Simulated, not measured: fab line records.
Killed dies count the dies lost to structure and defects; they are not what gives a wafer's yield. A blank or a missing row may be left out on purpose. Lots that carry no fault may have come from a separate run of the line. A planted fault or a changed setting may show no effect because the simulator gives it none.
The tool behind it: which one? | flow n5Finfet | 72 wafers from 24 lots sampled at 3 of the route's 1938 steps

## WHAT EACH GAUGE READ, for each wafer
N5_FIN_SAQP_THK_MEAS_05. Usual: thkNm reads 37.9 nm (standard deviation 0.47).
lot  | measured    | on           | thkNm (nm)     | flag
L074 | day 1 23:54 | filmMetro-02 | 38.1 39.0 38.6 | 
L075 | day 2 03:40 | filmMetro-02 | 37.3 37.9 38.3 | 
L076 | day 2 09:37 | filmMetro-01 | 37.4 37.8 38.0 | 
L077 | day 2 15:37 | filmMetro-01 | 38.1 38.0 38.4 | 
L078 | day 2 22:58 | filmMetro-01 | 37.3 37.7 38.2 | 
L079 | day 3 03:52 | filmMetro-02 | 38.0 38.5 38.4 | 
L080 | day 3 08:55 | filmMetro-02 | 38.3 38.6 38.8 | 
L081 | day 3 15:01 | filmMetro-01 | 38.0 38.3 38.2 | 
L082 | day 3 21:07 | filmMetro-02 | 37.8 38.3 38.1 | 
L083 | day 4 02:45 | filmMetro-02 | 37.8 38.5 37.8 | 
L084 | day 4 09:48 | filmMetro-02 | 37.4 37.1 37.8 | 
L085 | day 4 16:09 | filmMetro-01 | 36.8 36.3 37.5 | 
L086 | day 5 01:56 | filmMetro-02 | 37.6 37.5 38.8 | 
L087 | day 5 05:43 | filmMetro-02 | 38.0 37.7 37.8 | 
L088 | day 5 11:31 | filmMetro-02 | 37.6 38.2 38.1 | 
L089 | day 5 16:32 | filmMetro-01 | 37.8 37.8 38.2 | 
L090 | day 5 20:53 | filmMetro-01 | 37.9 38.1 38.0 | 
L091 | day 6 02:38 | filmMetro-01 | 37.6 37.8 38.1 | 
L092 | day 6 09:06 | filmMetro-01 | 38.0 37.7 38.1 | 
L093 | day 6 15:01 | filmMetro-02 | 38.1 38.0 38.5 | 
L094 | day 6 21:58 | filmMetro-02 | 37.2 37.8 38.0 | 
L095 | day 7 03:14 | filmMetro-01 | 37.4 37.7 38.3 | 
L096 | day 7 08:43 | filmMetro-01 | 37.8 38.1 37.7 | 
L097 | day 7 14:48 | filmMetro-02 | 38.6 38.6 38.8 | 

## TOOL THAT RAN EACH LOT (tool first, then ch and the chambers of the sampled wafers, then the start)
lot  | N5_PMOS_HMC_CHANNEL_EPI_CMP_21 | N5_PMOS_HMC_CHANNEL_EPI_EPI_26
L074 | cmp-01 ch 0,1,3, day 1 20:50   | epiRpcvd-03 ch 0, day 1 21:13
L075 | cmp-01 ch 0,3, day 2 02:04     | epiRpcvd-03 ch 0, day 2 02:29
L076 | cmp-01 ch 0,3, day 2 07:13     | epiRpcvd-02 ch 0, day 2 07:35
L077 | cmp-01 ch 0,2, day 2 13:25     | epiRpcvd-02 ch 0, day 2 13:49
L078 | cmp-04 ch 1,2,3, day 2 19:56   | epiRpcvd-02 ch 0, day 2 20:18
L079 | cmp-01 ch 2,3, day 3 01:16     | epiRpcvd-03 ch 0, day 3 01:44
L080 | cmp-01 ch 0,1,2, day 3 07:37   | epiRpcvd-03 ch 0, day 3 08:04
L081 | cmp-01 ch 0,1, day 3 13:32     | epiRpcvd-02 ch 0, day 3 13:59
L082 | cmp-03 ch 0,3, day 3 19:19     | epiRpcvd-02 ch 0, day 3 19:43
L083 | cmp-04 ch 0,1,3, day 4 01:25   | epiRpcvd-02 ch 0, day 4 01:48
L084 | cmp-04 ch 0,2,3, day 4 07:49   | epiRpcvd-03 ch 0, day 4 08:16
L085 | cmp-04 ch 0,2,3, day 4 14:37   | epiRpcvd-02 ch 0, day 4 15:02
L086 | cmp-01 ch 0,2, day 5 00:16     | epiRpcvd-03 ch 0, day 5 00:42
L087 | cmp-03 ch 0,2,3, day 5 03:25   | epiRpcvd-01 ch 0, day 5 03:49
L088 | cmp-01 ch 0,3, day 5 09:26     | epiRpcvd-03 ch 0, day 5 09:58
L089 | cmp-04 ch 0,1,2, day 5 15:10   | epiRpcvd-02 ch 0, day 5 15:32
L090 | cmp-04 ch 1,3, day 5 19:29     | epiRpcvd-02 ch 0, day 5 19:53
L091 | cmp-01 ch 0,2, day 6 01:08     | epiRpcvd-01 ch 0, day 6 01:35
L092 | cmp-04 ch 0,2, day 6 07:22     | epiRpcvd-01 ch 0, day 6 07:49
L093 | cmp-01 ch 0,1,3, day 6 13:35   | epiRpcvd-03 ch 0, day 6 13:55
L094 | cmp-03 ch 0,1, day 6 20:34     | epiRpcvd-01 ch 0, day 6 20:56
L095 | cmp-04 ch 0,1, day 7 01:42     | epiRpcvd-03 ch 0, day 7 02:07
L096 | cmp-01 ch 1,2, day 7 07:19     | epiRpcvd-01 ch 0, day 7 07:43
L097 | cmp-01 ch 1,3, day 7 13:16     | epiRpcvd-03 ch 0, day 7 13:49
- N5_PMOS_HMC_CHANNEL_EPI_CMP_21: polishes SiGe30, target thk 54 nm.
- N5_PMOS_HMC_CHANNEL_EPI_EPI_26: deposits Si from SiH4/H2, target thk 3.8 nm, time 22.7 s.

## WHAT THE TOOLS THEMSELVES READ (means of the sampled wafers that have a number; where no wafer has one, the mark that the record gives instead)
N5_PMOS_HMC_CHANNEL_EPI_CMP_21. Usual: motorCurrentA reads 12.1 A (standard deviation 0.9).
lot  | tool   | motorCurrentA (A) | flag
L074 | cmp-01 | 12.1              | 
L075 | cmp-01 | 11.6              | 
L076 | cmp-01 | 11.3              | 
L077 | cmp-01 | 12.2              | 
L078 | cmp-04 | 11.7              | 
L079 | cmp-01 | 11.2              | 
L080 | cmp-01 | 12.7              | 
L081 | cmp-01 | 12.7              | 
L082 | cmp-03 | 11.0              | 
L083 | cmp-04 | 12.4              | 
L084 | cmp-04 | 12.7              | 
L085 | cmp-04 | 12.5              | 
L086 | cmp-01 | 12.1              | 
L087 | cmp-03 | 12.3              | 
L088 | cmp-01 | 11.8              | 
L089 | cmp-04 | 11.6              | 
L090 | cmp-04 | 11.6              | 
L091 | cmp-01 | 12.2              | 
L092 | cmp-04 | 12.3              | 
L093 | cmp-01 | 12.3              | 
L094 | cmp-03 | 11.0              | 
L095 | cmp-04 | 12.2              | 
L096 | cmp-01 | 12.9              | 
L097 | cmp-01 | 11.7              | 

N5_PMOS_HMC_CHANNEL_EPI_EPI_26. Usual: throttleValvePct reads 10.7 % (standard deviation 0.52).
lot  | tool        | throttleValvePct (%) | flag
L074 | epiRpcvd-03 | 11.3                 | 
L075 | epiRpcvd-03 | 11.2                 | 
L076 | epiRpcvd-02 | 10.0                 | 
L077 | epiRpcvd-02 | 10.2                 | 
L078 | epiRpcvd-02 | 10.1                 | 
L079 | epiRpcvd-03 | 11.2                 | 
L080 | epiRpcvd-03 | 11.1                 | 
L081 | epiRpcvd-02 | 10.2                 | 
L082 | epiRpcvd-02 | 10.1                 | 
L083 | epiRpcvd-02 | 10.2                 | 
L084 | epiRpcvd-03 | 11.2                 | 
L085 | epiRpcvd-02 | 10.3                 | 
L086 | epiRpcvd-03 | 11.3                 | 
L087 | epiRpcvd-01 | 10.7                 | 
L088 | epiRpcvd-03 | 11.3                 | 
L089 | epiRpcvd-02 | 10.1                 | 
L090 | epiRpcvd-02 | 10.2                 | 
L091 | epiRpcvd-01 | 10.7                 | 
L092 | epiRpcvd-01 | 10.7                 | 
L093 | epiRpcvd-03 | 11.3                 | 
L094 | epiRpcvd-01 | 10.9                 | 
L095 | epiRpcvd-03 | 11.2                 | 
L096 | epiRpcvd-01 | 10.7                 | 
L097 | epiRpcvd-03 | 11.2                 | 

## THE ANSWER, worked out from the rows above alone
Rule: a lot is off if the mean of its wafers that have a number lies more than 3 standard deviations from the usual mean. Also off: a lot with no number at a reading for which 4 or more lots have one. All remaining lots with rows at the step are treated as sound. First the gauges in route order, then the tools' own readings, where a lot's mean is used as printed above. At the first step where some lot is off, the reading lying furthest off is the one used; lots without a number count as furthest.
Nothing can be told from this: no lot is off at any reading shown.

## WHAT HAD BEEN PUT IN BY THE SIMULATOR
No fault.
